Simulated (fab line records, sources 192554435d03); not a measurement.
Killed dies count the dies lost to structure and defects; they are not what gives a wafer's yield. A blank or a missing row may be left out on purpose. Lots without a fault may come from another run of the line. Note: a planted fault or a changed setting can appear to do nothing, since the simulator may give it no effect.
Split-lot study / flow n5-finfet / route with 1938 steps; 7 lots, 21 wafers read

THE SPLIT
At N5_FIN_SAQP_HM_DEP_03 (deposits SiNx from SiH4/NH3/N2, target thk 38 nm, time 33.6 s), the setting time-s was moved away from the recipe's 33.6 s on 9 of the 21 wafers read, by -13.0% to +4.6%. All remaining wafers had this setting at the recipe value.

The reading is taken at the split's own step.

THE READING
SiNx_of_FIN_SAQP_HM_DEP_03.thk-nm (the simulator's own value, which no gauge read), in nm, at N5_FIN_SAQP_HM_DEP_03 (deposits SiNx from SiH4/NH3/N2, target thk 38 nm, time 33.6 s). The file does not state a usual value for it. Here, 12 wafers ran the recipe; their average is 37.88 nm with a standard deviation of 0.48 nm.

wafer=L078.1; tool, chamber at the split=pecvd-04, 0; time-s as run, s=33.6; against the recipe=recipe; SiNx_of_FIN_SAQP_HM_DEP_03.thk-nm, nm=37.95; against lot-mates on the recipe=-
wafer=L078.2; tool, chamber at the split=pecvd-04, 1; time-s as run, s=33.6; against the recipe=recipe; SiNx_of_FIN_SAQP_HM_DEP_03.thk-nm, nm=37.49; against lot-mates on the recipe=-
wafer=L078.5; tool, chamber at the split=pecvd-04, 0; time-s as run, s=33.6; against the recipe=recipe; SiNx_of_FIN_SAQP_HM_DEP_03.thk-nm, nm=38.4; against lot-mates on the recipe=-
wafer=L080.2; tool, chamber at the split=pecvd-02, 0; time-s as run, s=31.24; against the recipe=-7.0%; SiNx_of_FIN_SAQP_HM_DEP_03.thk-nm, nm=34.99; against lot-mates on the recipe=-3.87
wafer=L080.3; tool, chamber at the split=pecvd-02, 1; time-s as run, s=31.24; against the recipe=-7.0%; SiNx_of_FIN_SAQP_HM_DEP_03.thk-nm, nm=35.24; against lot-mates on the recipe=-3.62
wafer=L080.4; tool, chamber at the split=pecvd-02, 1; time-s as run, s=33.6; against the recipe=recipe; SiNx_of_FIN_SAQP_HM_DEP_03.thk-nm, nm=38.86; against lot-mates on the recipe=-
wafer=L081.1; tool, chamber at the split=pecvd-03, 2; time-s as run, s=33.6; against the recipe=recipe; SiNx_of_FIN_SAQP_HM_DEP_03.thk-nm, nm=37.39; against lot-mates on the recipe=-
wafer=L081.2; tool, chamber at the split=pecvd-03, 0; time-s as run, s=33.6; against the recipe=recipe; SiNx_of_FIN_SAQP_HM_DEP_03.thk-nm, nm=37.71; against lot-mates on the recipe=-
wafer=L081.4; tool, chamber at the split=pecvd-03, 1; time-s as run, s=33.6; against the recipe=recipe; SiNx_of_FIN_SAQP_HM_DEP_03.thk-nm, nm=38.01; against lot-mates on the recipe=-
wafer=L082.1; tool, chamber at the split=pecvd-03, 2; time-s as run, s=33.6; against the recipe=recipe; SiNx_of_FIN_SAQP_HM_DEP_03.thk-nm, nm=37.16; against lot-mates on the recipe=-
wafer=L082.2; tool, chamber at the split=pecvd-03, 1; time-s as run, s=33.6; against the recipe=recipe; SiNx_of_FIN_SAQP_HM_DEP_03.thk-nm, nm=37.27; against lot-mates on the recipe=-
wafer=L082.5; tool, chamber at the split=pecvd-03, 2; time-s as run, s=35.13; against the recipe=+4.6%; SiNx_of_FIN_SAQP_HM_DEP_03.thk-nm, nm=39.9; against lot-mates on the recipe=+2.68
wafer=L087.2; tool, chamber at the split=pecvd-03, 2; time-s as run, s=30.12; against the recipe=-10.4%; SiNx_of_FIN_SAQP_HM_DEP_03.thk-nm, nm=33.83; against lot-mates on the recipe=-4.29
wafer=L087.4; tool, chamber at the split=pecvd-03, 0; time-s as run, s=33.6; against the recipe=recipe; SiNx_of_FIN_SAQP_HM_DEP_03.thk-nm, nm=38.17; against lot-mates on the recipe=-
wafer=L087.5; tool, chamber at the split=pecvd-03, 1; time-s as run, s=33.6; against the recipe=recipe; SiNx_of_FIN_SAQP_HM_DEP_03.thk-nm, nm=38.06; against lot-mates on the recipe=-
wafer=L089.2; tool, chamber at the split=pecvd-02, 1; time-s as run, s=29.76; against the recipe=-11.4%; SiNx_of_FIN_SAQP_HM_DEP_03.thk-nm, nm=34.14; against lot-mates on the recipe=no lot-mate on the recipe
wafer=L089.3; tool, chamber at the split=pecvd-02, 0; time-s as run, s=29.76; against the recipe=-11.4%; SiNx_of_FIN_SAQP_HM_DEP_03.thk-nm, nm=32.98; against lot-mates on the recipe=no lot-mate on the recipe
wafer=L089.5; tool, chamber at the split=pecvd-02, 1; time-s as run, s=29.76; against the recipe=-11.4%; SiNx_of_FIN_SAQP_HM_DEP_03.thk-nm, nm=34.77; against lot-mates on the recipe=no lot-mate on the recipe
wafer=L094.1; tool, chamber at the split=pecvd-02, 2; time-s as run, s=29.23; against the recipe=-13.0%; SiNx_of_FIN_SAQP_HM_DEP_03.thk-nm, nm=32.82; against lot-mates on the recipe=-5.27
wafer=L094.2; tool, chamber at the split=pecvd-02, 0; time-s as run, s=29.23; against the recipe=-13.0%; SiNx_of_FIN_SAQP_HM_DEP_03.thk-nm, nm=32.13; against lot-mates on the recipe=-5.96
wafer=L094.6; tool, chamber at the split=pecvd-02, 2; time-s as run, s=33.6; against the recipe=recipe; SiNx_of_FIN_SAQP_HM_DEP_03.thk-nm, nm=38.09; against lot-mates on the recipe=-

THE FIT
A straight line over all 21 wafers: SiNx_of_FIN_SAQP_HM_DEP_03.thk-nm changes by +0.384 nm for each +1% of time-s; r = +0.97; the points scatter about the line by 0.55 nm.
The same after taking each lot's own level away (the mean of its wafers on the recipe; 18 wafers): +0.454 nm for each +1%; r = +0.99; scatter 0.37 nm.
On that fit, the largest move of time-s shifts the reading by 5.9 nm.
Measured against the standard deviation above, the lots' own levels, which go from 37.215 to 38.860 nm, span 3.5 times it.
Hence the slope depends on the lot-to-lot level, as the two fits are not the same.
Check: for one of the wafers moved furthest among these (-13.0%), held out of the fit, the line's prediction against its lot-mates is -6.14 nm. It came out at -5.27 nm against them.

THE OTHER SPLITS THESE WAFERS WENT THROUGH
These wafers also went through other splits before the reading. Each is held against what the fit with the lots' levels taken away leaves over:
other split on the same wafers=N5_ZERO_LAYER_EXPOSE_08 dose-mj; wafers away from the commonest value=5; r with SiNx_of_FIN_SAQP_HM_DEP_03.thk-nm (lot level and that fit taken away)=-0.19
other split on the same wafers=N5_ZERO_LAYER_PEB_09 peb-time-s; wafers away from the commonest value=as run: not given for these wafers; r with SiNx_of_FIN_SAQP_HM_DEP_03.thk-nm (lot level and that fit taken away)=-
other split on the same wafers=N5_PMOS_HMC_CHANNEL_EPI_EXPOSE_06 dose-mj; wafers away from the commonest value=7; r with SiNx_of_FIN_SAQP_HM_DEP_03.thk-nm (lot level and that fit taken away)=-0.12
other split on the same wafers=N5_PMOS_HMC_CHANNEL_EPI_DESCUM_14 time-s; wafers away from the commonest value=7; r with SiNx_of_FIN_SAQP_HM_DEP_03.thk-nm (lot level and that fit taken away)=-0.48

THE WHOLE CHAIN: every reading that the file lists as answering this split, in the file's order
step=N5_FIN_SAQP_HM_DEP_03; what it does=deposits SiNx from SiH4/NH3/N2, target thk 38 nm, time 33.6 s; reading=SiNx_of_FIN_SAQP_HM_DEP_03.thk-nm (the simulator's own value, which no gauge read); change (the file's fit)=+0.45 nm for each +1% of the setting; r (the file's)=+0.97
step=N5_FIN_SAQP_THK_MEAS_05; what it does=; reading=thk-nm; change (the file's fit)=withheld for each +1% of the setting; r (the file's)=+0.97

FILE'S OWN FIT
SiNx_of_FIN_SAQP_HM_DEP_03.thk-nm changes by +0.45 nm for each +1% of time-s, r = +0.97.
